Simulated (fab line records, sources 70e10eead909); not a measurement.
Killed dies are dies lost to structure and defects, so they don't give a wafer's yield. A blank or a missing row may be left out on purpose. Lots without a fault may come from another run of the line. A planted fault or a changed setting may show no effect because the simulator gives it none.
A struck lot beside a sound one | flow nand_harc | 14 steps out of a route of 1302
Sound: wafers L944.2, L944.3, L944.6. Struck: wafer L936.5. (L936.2, L936.4 of the same lot were not struck and are left out.) The cause comes at the end.
At each step with rows: each side's tool, then ch and its chambers, then its first start. Under that, the readings that differ: sound wafers | struck wafers | difference of the means | sigmas: that difference in standard deviations of wafers without a fault.
alike: readings whose means differ by less than 2 such deviations, and words and numbers that are the same on both sides. not compared: withheld readings, readings that some wafer has no value for, bounds like >300 that may hide the same value, and numbers for which the record gives no deviation and whose values overlap.
The two part at a step that has a row with sigmas, a row that says differs or no value, or rows on one side only. Numbers that don't overlap but have no deviation are shown without sigmas and don't part them. A reading that every wafer of one side lacks parts them only if that side has two wafers or more.

NHARC_A_ONON_D1_THK_MEAS_30: measures by ellipsometry.
  sound on film_metro-02, day 15 21:13; struck on film_metro-01, day 12 07:28
  reading     | sound       | struck | difference | sigmas
  thk_nm (nm) | 997 997 994 | 1023   | +27        | +2
NHARC_A_ONON_D1_DEP_33: deposits SiO2, target thk 200 nm.
  sound on pecvd-01 ch 0,2, day 15 21:17; struck on pecvd-02 ch 0, day 12 07:32
  reading                | sound          | struck | difference | sigmas
  throttle_valve_pct (%) | 17.2 16.4 16.8 | 15.1   | -1.7       | -2
  alike: flow_sccm, heater_power_outer_w, heater_power_w, mfc_precursor_sccm, susceptor_temp_C
NHARC_A_ONON_D1_THK_MEAS_34: measures by ellipsometry.
  sound on film_metro-02, day 15 21:42; struck on film_metro-01, day 12 07:57
  alike: thk_nm
NHARC_A_ONON_D1_INSPECT_32:
  sound on defect_inspect-01, day 15 21:46; struck on defect_inspect-01, day 12 08:01
  reading          | sound    | struck | difference | sigmas
  raw_defect_count | 35 54 65 | 109    | +58        | +2
NHARC_A_CHANNEL_HOLE_D1_DEP_00: deposits aC, target thk 3100 nm.
  sound on acl_dep-03 ch 0, day 15 22:08; struck on acl_dep-01 ch 0, day 12 09:16
  alike: susceptor_temp_C, throttle_valve_pct
NHARC_A_CHANNEL_HOLE_D1_DEP_01: deposits SiON, target thk 140 nm.
  sound on pecvd-02 ch 1,2, day 15 23:45; struck on pecvd-02 ch 2, day 12 10:59
  alike: heater_power_outer_w, heater_power_w, susceptor_temp_C
then, 5 steps without rows for these wafers: NHARC_A_CHANNEL_HOLE_D1_DEHYDRATE_02 (time 120 s); NHARC_A_CHANNEL_HOLE_D1_HMDS_03 (time 30 s); NHARC_A_CHANNEL_HOLE_D1_COAT_36 (time 75 s); NHARC_A_CHANNEL_HOLE_D1_COAT_37 (time 65 s); NHARC_A_CHANNEL_HOLE_D1_COAT_04 (resist thk 90 nm).
NHARC_A_CHANNEL_HOLE_D1_SOFTBAKE_05: time 55 s.
  sound on litho_track-04 ch 0, day 16 00:00; struck on litho_track-01 ch 0, day 12 11:00
  reading                  | sound                | struck | difference | sigmas
  heater_power_total_W (W) | 188.33 188.60 188.42 | 194.24 | +5.79      | +45
  alike: chill_plate_temp_C
then, 2 steps without rows for these wafers: NHARC_A_CHANNEL_HOLE_D1_EBR_06; NHARC_END_SORT_01.

WHERE THEY PART
First at NHARC_A_ONON_D1_THK_MEAS_30; last, within this record, at NHARC_A_CHANNEL_HOLE_D1_SOFTBAKE_05.

WHY: what the simulator had put in
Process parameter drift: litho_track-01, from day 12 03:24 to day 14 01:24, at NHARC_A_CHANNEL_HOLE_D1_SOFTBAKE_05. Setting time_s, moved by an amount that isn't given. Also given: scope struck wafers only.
